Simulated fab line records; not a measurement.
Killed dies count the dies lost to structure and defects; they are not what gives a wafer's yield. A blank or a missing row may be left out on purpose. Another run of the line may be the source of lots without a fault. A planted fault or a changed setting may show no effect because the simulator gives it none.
Matching of chambers -- flow n5-finfet -- N5_BEOL_M4_STRIP_36 on rie-diel-05: 4 sister chambers
The step strips in N2/H2. 4 wafers are shown with their chamber, then 8 later ones without.

== WAFERS WITH THEIR CHAMBER ==
wafer,chamber,showerhead-plenum-p-Torr (Torr)
L082.5,2,2.63
L087.2,3,2.70
L087.6,0,2.56
L091.1,1,2.41

== WAFERS WITH NO CHAMBER GIVEN ==
wafer,showerhead-plenum-p-Torr (Torr)
L091.3,2.56
L091.4,2.62
L093.1,2.41
L093.2,2.56
L093.3,2.62
L094.4,2.41
L094.5,2.56
L094.6,2.69

== WHICH CHAMBER EACH ONE RAN IN ==
wafer,from the rows above,in truth
L091.3,0,0
L091.4,2,2
L093.1,1,1
L093.2,0,0
L093.3,2,2
L094.4,1,1
L094.5,0,0
L094.6,3,3
Correctly placed: 8 of 8. Not placeable from these rows: 0. Number placed wrongly: 0.
How it was worked out, from the rows above alone: a wafer's distance from a chamber is the root of the sum, over the readings, of the square of ((its reading less the chamber's mean) divided by the reading's scatter). If the next closest chamber is less than 2 further off than the closest, the wafer can't be placed; otherwise it belongs to the closest. A chamber's mean is the mean of its shown wafers. The scatter: with one shown wafer a chamber, the root of the mean of the squares of how far each hidden wafer lies from its nearest shown one.
